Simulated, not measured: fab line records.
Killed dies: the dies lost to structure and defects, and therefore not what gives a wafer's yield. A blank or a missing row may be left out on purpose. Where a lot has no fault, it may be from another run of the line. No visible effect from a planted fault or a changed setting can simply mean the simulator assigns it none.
Matching of chambers :: flow n5 finfet :: cvd co-02 running N5_BEOL_M3_CO_CAP_55: 3 sister chambers
The step material Co, precursor CCTBA/H2, target thk 2 nm, time 102.1 s. 33 wafers are shown with their chamber, then 12 later ones without.

== WAFERS WITH THEIR CHAMBER ==
wafer: L076.1
chamber: 1
heater power w (W): 216

wafer: L076.2
chamber: 0
heater power w (W): 248

wafer: L076.3
chamber: 2
heater power w (W): 205

wafer: L076.4
chamber: 1
heater power w (W): 219

wafer: L076.5
chamber: 0
heater power w (W): 254

wafer: L076.6
chamber: 2
heater power w (W): 203

wafer: L075.1
chamber: 0
heater power w (W): 235

wafer: L075.2
chamber: 1
heater power w (W): 214

wafer: L075.3
chamber: 2
heater power w (W): 201

wafer: L075.4
chamber: 1
heater power w (W): 218

wafer: L075.5
chamber: 0
heater power w (W): 239

wafer: L075.6
chamber: 2
heater power w (W): 203

wafer: L078.1
chamber: 1
heater power w (W): 210

wafer: L078.2
chamber: 2
heater power w (W): 203

wafer: L078.3
chamber: 0
heater power w (W): 237

wafer: L078.4
chamber: 1
heater power w (W): 210

wafer: L078.5
chamber: 0
heater power w (W): 242

wafer: L078.6
chamber: 2
heater power w (W): 200

wafer: L081.1
chamber: 2
heater power w (W): 200

wafer: L081.2
chamber: 1
heater power w (W): 211

wafer: L081.3
chamber: 0
heater power w (W): 239

wafer: L081.4
chamber: 1
heater power w (W): 216

wafer: L081.5
chamber: 0
heater power w (W): 245

wafer: L081.6
chamber: 2
heater power w (W): 202

wafer: L080.1
chamber: 2
heater power w (W): 208

wafer: L080.2
chamber: 1
heater power w (W): 211

wafer: L080.3
chamber: 0
heater power w (W): 233

wafer: L080.4
chamber: 0
heater power w (W): 237

wafer: L080.5
chamber: 1
heater power w (W): 214

wafer: L080.6
chamber: 2
heater power w (W): 203

wafer: L083.1
chamber: 0
heater power w (W): 247

wafer: L083.2
chamber: 1
heater power w (W): 215

wafer: L083.3
chamber: 2
heater power w (W): 202

SIGNATURES (means of the wafers above)
reading: heater power w
chamber 0: 241.45
chamber 1: 214.00
chamber 2: 202.73
scatter within a chamber: 4.32
Rule: distance of a wafer from a chamber = root of the sum over the readings of ((wafer's reading minus chamber's mean) / reading's scatter) squared. If the next closest chamber is less than 2 further off than the closest, the wafer can't be placed; otherwise it belongs to the closest. The scatter: take each reading less its chamber's mean, square it, sum over the shown wafers, divide by the number of wafers less the number of chambers, and take the root.

== WAFERS WITHOUT THEIR CHAMBER ==
wafer: L089.2
heater power w (W): 205

wafer: L089.3
heater power w (W): 211

wafer: L089.5
heater power w (W): 239

wafer: L092.1
heater power w (W): 243

wafer: L092.2
heater power w (W): 204

wafer: L092.5
heater power w (W): 247

wafer: L095.1
heater power w (W): 215

wafer: L095.4
heater power w (W): 236

wafer: L095.5
heater power w (W): 208

wafer: L097.1
heater power w (W): 218

wafer: L097.3
heater power w (W): 208

wafer: L097.5
heater power w (W): 202

== CHAMBER TAKEN BY EACH ==
wafer: L089.2
from the rows above: can't be placed: 2 or 1
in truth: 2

wafer: L089.3
from the rows above: can't be placed: 1 or 2
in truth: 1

wafer: L089.5
from the rows above: 0
in truth: 0

wafer: L092.1
from the rows above: 0
in truth: 0

wafer: L092.2
from the rows above: 2
in truth: 2

wafer: L092.5
from the rows above: 0
in truth: 0

wafer: L095.1
from the rows above: 1
in truth: 1

wafer: L095.4
from the rows above: 0
in truth: 0

wafer: L095.5
from the rows above: can't be placed: 2 or 1
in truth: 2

wafer: L097.1
from the rows above: 1
in truth: 1

wafer: L097.3
from the rows above: can't be placed: 2 or 1
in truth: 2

wafer: L097.5
from the rows above: 2
in truth: 2
8 of 12 placed correctly. Can't be placed from these rows: 4 (the true chamber is among the candidates in 4). Placed wrongly: 0.
